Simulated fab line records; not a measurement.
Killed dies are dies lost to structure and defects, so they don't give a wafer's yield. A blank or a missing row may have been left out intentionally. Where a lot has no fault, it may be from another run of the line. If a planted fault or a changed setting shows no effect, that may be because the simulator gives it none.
Matching of chambers | flow nand-harc | NHARC_P_GATE_DESCUM_48 on rie-diel-12: 4 sister chambers
The step chemistry O2, time 3 s. 22 wafers are shown with their chamber, then 11 later ones without.

WAFERS, EACH WITH ITS CHAMBER
wafer  | chamber | drypump-motor-current-A (A) | oes-product-au (a.u.) | rf-vpp-V (V)
L074.3 | 1       | 4.9                         | 0.989                 | 57.0
L074.4 | 3       | 5.7                         | 1.007                 | 57.7
L074.5 | 0       | 6.4                         | 1.004                 | 57.5
L076.1 | 0       | 6.3                         | 0.999                 | 59.8
L076.2 | 2       | 5.3                         | 1.001                 | 58.0
L076.5 | 1       | 5.0                         | 0.984                 | 57.2
L078.1 | 1       | 5.0                         | 1.004                 | 57.4
L078.2 | 3       | 5.7                         | 1.009                 | 58.1
L078.4 | 0       | 6.4                         | 0.988                 | 59.3
L084.1 | 3       | 5.7                         | 1.005                 | 58.5
L084.3 | 2       | 5.4                         | 1.006                 | 57.1
L084.5 | 0       | 6.4                         | 1.004                 | 58.3
L083.1 | 2       | 5.4                         | 1.003                 | 57.7
L083.3 | 3       | 5.7                         | 1.015                 | 56.3
L083.4 | 1       | 5.0                         | 0.991                 | 58.1
L086.1 | 3       | 5.7                         | 1.005                 | 58.4
L086.5 | 1       | 5.0                         | 0.991                 | 58.3
L086.6 | 2       | 5.4                         | 1.012                 | 55.9
L089.2 | 1       | 4.9                         | 0.995                 | 58.7
L089.3 | 2       | 5.4                         | 1.001                 | 56.3
L089.6 | 0       | 6.4                         | 0.997                 | 58.0
L090.1 | 0       | 6.4                         | 1.009                 | 58.6

SIGNATURES (averages over the wafers above)
reading                 | chamber 0 | chamber 1 | chamber 2 | chamber 3 | scatter within a chamber
drypump-motor-current-A | 6.383     | 4.967     | 5.380     | 5.700     | 0.0406
oes-product-au          | 1.00017   | 0.99233   | 1.00460   | 1.00820   | 0.006
rf-vpp-V                | 58.583    | 57.783    | 57.000    | 57.800    | 0.827
Rule: a wafer's distance from a chamber is the root of the sum, over the readings, of the square of ((its reading less the chamber's mean) divided by the reading's scatter). If the next closest chamber is less than 2 further off than the closest, the wafer can't be placed; otherwise it belongs to the closest. How the scatter is found: for the shown wafers, subtract from each reading the mean of its chamber, square and add these, divide the total by (wafers less chambers), then take the root.

WAFERS WHOSE CHAMBER IS MISSING
wafer  | drypump-motor-current-A (A) | oes-product-au (a.u.) | rf-vpp-V (V)
L090.3 | 5.0                         | 0.981                 | 57.3
L090.6 | 5.7                         | 1.001                 | 57.4
L092.3 | 5.4                         | 1.012                 | 56.5
L092.4 | 5.7                         | 1.014                 | 58.1
L092.6 | 6.4                         | 0.984                 | 58.0
L093.2 | 5.0                         | 0.999                 | 57.9
L093.4 | 5.4                         | 1.006                 | 59.0
L093.5 | 5.4                         | 1.005                 | 56.1
L097.1 | 5.0                         | 1.012                 | 57.6
L097.2 | 5.7                         | 1.035                 | 58.8
L097.5 | 6.4                         | 1.003                 | 56.8

WHICH CHAMBER EACH WENT THROUGH
wafer  | from the rows above | in truth
L090.3 | 1                   | 1
L090.6 | 3                   | 3
L092.3 | 2                   | 2
L092.4 | 3                   | 3
L092.6 | 0                   | 0
L093.2 | 1                   | 1
L093.4 | 2                   | 2
L093.5 | 2                   | 2
L097.1 | 1                   | 1
L097.2 | 3                   | 3
L097.5 | 0                   | 0
Correct placement for 11 of the 11. Number that these rows cannot place: 0. Placed wrongly: 0.
